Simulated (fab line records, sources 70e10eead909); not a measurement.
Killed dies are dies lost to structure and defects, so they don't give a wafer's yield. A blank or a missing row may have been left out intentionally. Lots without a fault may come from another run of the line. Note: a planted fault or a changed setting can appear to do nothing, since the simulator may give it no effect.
Which tool is to blame? -- flow nand-harc -- 14 lots, 40 wafers sampled, at 5 steps of a route of 1159

== WHAT THE GAUGES READ, wafer by wafer ==
NHARC_END_SORT_01. Usual: killed-at-array 29, standard deviation 11; killed-at-other 0.5, standard deviation 0.85; killed-at-periphery 3.0, standard deviation 2.3; killed-dies 33, standard deviation 12; killed-open 3.3, standard deviation 1.9; killed-short 2.0, standard deviation 1.5.
lot,measured,on,killed-at-array,killed-at-other,killed-at-periphery,killed-dies,killed-open,killed-short,flag
L838,day 25 21:56,prober-01,26 29 24,4 3 2,3 1 4,33 33 30,1 2 2,1 2 2,
L839,day 26 04:05,prober-01,36 37 41,0 1 0,1 2 0,37 40 41,3 6 7,2 3 0,
L843,day 26 23:06,prober-02,16 22,0 0,2 0,18 22,2 1,3 2,
L853,day 27 19:00,prober-01,44 52 41,0 1 0,3 6 5,47 59 46,1 2 2,1 0 1,
L852,day 27 22:31,prober-02,32 25 26,0 0 0,4 2 2,36 27 28,2 7 3,1 2 0,

== WHICH TOOL RAN EACH LOT (tool, then ch and the chambers of the sampled wafers, then the start) ==
lot,NHARC_A_WL_FILL_ALD_00,NHARC_A_WL_FILL_ALD_10,NHARC_A_WL_FILL_ETCHBACK_26,NHARC_A_WL_FILL_CMP_12
L835,"ald-hk-03 ch 0,1,3, day 17 12:19","ald-hk-04 ch 1,2,3, day 18 05:29","rie-si-03 ch 0,1, day 18 14:19","cmp-04 ch 0,3, day 19 04:11"
L836,"ald-hk-01 ch 0,2,3, day 17 12:19","ald-hk-03 ch 0,3, day 18 07:10","rie-si-06 ch 0,2,3, day 18 20:25","cmp-03 ch 0,2,3, day 19 09:04"
L833,"ald-hk-03 ch 1,2,3, day 17 21:01","ald-hk-04 ch 1,2,3, day 18 18:04","rie-si-06 ch 0,3, day 19 03:39","cmp-04 ch 0,2, day 19 19:07"
L838,"ald-hk-04 ch 0,1,2, day 18 03:29","ald-hk-03 ch 0,1, day 18 20:41","rie-si-05 ch 1,2,3, day 19 06:50","cmp-03 ch 0,2,3, day 20 00:41"
L840,"ald-hk-04 ch 2,3, day 18 07:44","ald-hk-01 ch 0,1,2, day 18 21:24","rie-si-06 ch 0,2, day 19 06:49","cmp-04 ch 0,1,3, day 20 00:22"
L837,"ald-hk-04 ch 2,3, day 18 07:54","ald-hk-03 ch 1,2, day 19 01:46","rie-si-03 ch 0,1,2, day 19 11:22","cmp-03 ch 0,3, day 20 07:55"
L839,"ald-hk-04 ch 2,3, day 18 08:16","ald-hk-01 ch 0,1,2, day 19 01:16","rie-si-06 ch 1,2, day 19 11:20","cmp-04 ch 0,2,3, day 20 08:09"
L843,"ald-hk-03 ch 0,1, day 18 20:22","ald-hk-04 ch 2,3, day 19 15:39","rie-si-06 ch 2,3, day 20 01:38","cmp-04 ch 0,1, day 21 11:54"
L846,"ald-hk-04 ch 0,1, day 19 06:55","ald-hk-04 ch 0,3, day 20 10:11","rie-si-06 ch 0,2, day 20 19:56","cmp-04 ch 1,2, day 22 01:40"
L853,"ald-hk-04 ch 0,1, day 19 13:02","ald-hk-03 ch 0,1,3, day 20 23:47","rie-si-03 ch 1,3, day 21 09:41","cmp-03 ch 1,2,3, day 22 15:23"
L850,"ald-hk-04 ch 0,1,2, day 19 13:16","ald-hk-01 ch 1,2,3, day 21 00:19","rie-si-05 ch 2,3, day 21 09:40","cmp-01 ch 0,1,3, day 22 11:08"
L852,"ald-hk-01 ch 2,3, day 19 18:17","ald-hk-03 ch 1,2,3, day 21 05:31","rie-si-05 ch 1,3, day 21 15:14","cmp-03 ch 0,1,3, day 22 19:32"
L848,"ald-hk-03 ch 0,1,3, day 19 23:05","ald-hk-01 ch 0,2,3, day 21 04:59","rie-si-06 ch 1,3, day 21 15:14","cmp-04 ch 0,1, day 22 19:42"
L854,"ald-hk-04 ch 0,1, day 20 15:33","ald-hk-01 ch 0,1,3, day 22 06:23","rie-si-03 ch 0,1, day 22 16:37","cmp-01 ch 1,2, day 23 20:36"
- NHARC_A_WL_FILL_ALD_00: deposits Al2O3, target thk 3 nm, pulse time 3 s, ald cycles 30.
- NHARC_A_WL_FILL_ALD_10: deposits SiO2, target thk 50 nm, pulse time 10 s, ald cycles 500.
- NHARC_A_WL_FILL_ETCHBACK_26: etches the open film in HBr, target depth 52 nm, time 13.3 s.
- NHARC_A_WL_FILL_CMP_12: polishes, t overpolish 30 s, target thk 75 nm.

== WHAT THE TOOLS THEMSELVES READ (means of the sampled wafers that have a number; where no wafer has one, the mark that the record gives instead) ==
NHARC_A_WL_FILL_ALD_00. Usual: heater-power-w 451 W, standard deviation 59; precursor-pulse-height-rel 1.000, standard deviation 0.021.
lot,tool,heater-power-w (W),precursor-pulse-height-rel,flag
L835,ald-hk-03,480,1.009,
L836,ald-hk-01,455,0.993,
L833,ald-hk-03,430,0.977,
L838,ald-hk-04,433,0.991,
L840,ald-hk-04,471,0.997,
L837,ald-hk-04,447,0.989,
L839,ald-hk-04,448,1.010,
L843,ald-hk-03,458,0.995,
L846,ald-hk-04,442,1.003,
L853,ald-hk-04,466,0.993,
L850,ald-hk-04,432,0.976,
L852,ald-hk-01,460,1.006,
L848,ald-hk-03,481,1.014,
L854,ald-hk-04,418,0.987,

NHARC_A_WL_FILL_ALD_10. Usual: heater-power-w 454 W, standard deviation 56; precursor-pulse-height-rel 1.000, standard deviation 0.021.
lot,tool,heater-power-w (W),precursor-pulse-height-rel,flag
L835,ald-hk-04,475,0.992,
L836,ald-hk-03,511,0.999,
L833,ald-hk-04,474,1.004,
L838,ald-hk-03,475,0.993,
L840,ald-hk-01,468,1.006,
L837,ald-hk-03,379,0.996,
L839,ald-hk-01,466,1.006,
L843,ald-hk-04,468,0.982,
L846,ald-hk-04,436,1.003,
L853,ald-hk-03,484,1.011,
L850,ald-hk-01,458,0.998,
L852,ald-hk-03,429,1.000,
L848,ald-hk-01,452,0.991,
L854,ald-hk-01,462,0.982,

NHARC_A_WL_FILL_ETCHBACK_26. Usual: drypump-motor-current-A 5.5 A, standard deviation 0.37; oes-product-au 1.000 a.u., standard deviation 0.0084; throttle-valve-pct 23.266 %, standard deviation 0.0093.
lot,tool,drypump-motor-current-A (A),oes-product-au (a.u.),throttle-valve-pct (%),flag
L835,rie-si-03,5.4,1.005,23.264,
L836,rie-si-06,5.3,0.994,23.266,
L833,rie-si-06,5.0,0.991,23.270,
L838,rie-si-05,5.6,0.992,23.263,
L840,rie-si-06,5.5,0.996,23.266,
L837,rie-si-03,5.4,1.007,23.268,
L839,rie-si-06,5.8,1.003,23.264,
L843,rie-si-06,5.5,0.931,23.267,OFF
L846,rie-si-06,5.3,0.937,23.258,OFF
L853,rie-si-03,5.6,1.004,23.259,
L850,rie-si-05,5.6,1.003,23.273,
L852,rie-si-05,5.9,1.001,23.272,
L848,rie-si-06,5.5,0.950,23.262,OFF
L854,rie-si-03,5.5,1.014,23.279,

NHARC_A_WL_FILL_CMP_12. Usual: motor-current-A 12.1 A, standard deviation 1.3; overpolish-run-s 29.999 s, standard deviation 0.0094; time-to-endpoint-s 15.5 s, standard deviation 2.1.
lot,tool,motor-current-A (A),overpolish-run-s (s),time-to-endpoint-s (s),flag
L835,cmp-04,12.1,29.996,19.0,
L836,cmp-03,11.7,29.996,15.7,
L833,cmp-04,12.6,30.004,17.0,
L838,cmp-03,11.9,30.005,14.6,
L840,cmp-04,12.0,29.996,17.1,
L837,cmp-03,11.6,30.005,14.7,
L839,cmp-04,12.4,29.999,15.4,
L843,cmp-04,11.9,30.002,18.4,
L846,cmp-04,12.9,30.008,17.8,
L853,cmp-03,12.0,29.995,13.0,
L850,cmp-01,13.1,29.999,17.6,
L852,cmp-03,11.8,29.995,14.8,
L848,cmp-04,11.7,30.003,17.0,
L854,cmp-01,12.3,30.004,14.8,

== THE ANSWER, worked out from the rows above alone ==
Rule: a lot is off if the mean of its wafers that have a number lies more than 3 standard deviations from the usual mean. Also off: a lot with no number at a reading for which 4 or more lots have one. Any other lot the step has rows for is counted as sound. First the gauges in route order, then the tools' own readings, where a lot's mean is used as printed above. The first step at which some lot is off is used, and at that step the reading that is off furthest; a lot without a number counts as furthest.
Off at NHARC_A_WL_FILL_ETCHBACK_26 (oes-product-au): L843, L846, L848.
A tool fits if, at that step or a process step before it, it ran every lot that is off, and no sound lot after the first of them. One candidate fits, namely rie-si-06 at NHARC_A_WL_FILL_ETCHBACK_26. Its last sound lot is L839 (day 19 11:20), its first lot that is off L843 (day 20 01:38): a fault that began between those two fits.
The tool's own readings at NHARC_A_WL_FILL_ETCHBACK_26 bear it out: on the lots that are off they differ by more than 5 times the standard deviation of the sound lots' means. oes-product-au reads 0.939 a.u. there against 1.001 a.u. on the sound lots.

== WHAT HAD BEEN PUT IN BY THE SIMULATOR ==
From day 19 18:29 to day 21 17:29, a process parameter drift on rie-si-06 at NHARC_A_WL_FILL_ETCHBACK_26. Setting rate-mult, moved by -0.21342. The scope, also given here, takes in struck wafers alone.
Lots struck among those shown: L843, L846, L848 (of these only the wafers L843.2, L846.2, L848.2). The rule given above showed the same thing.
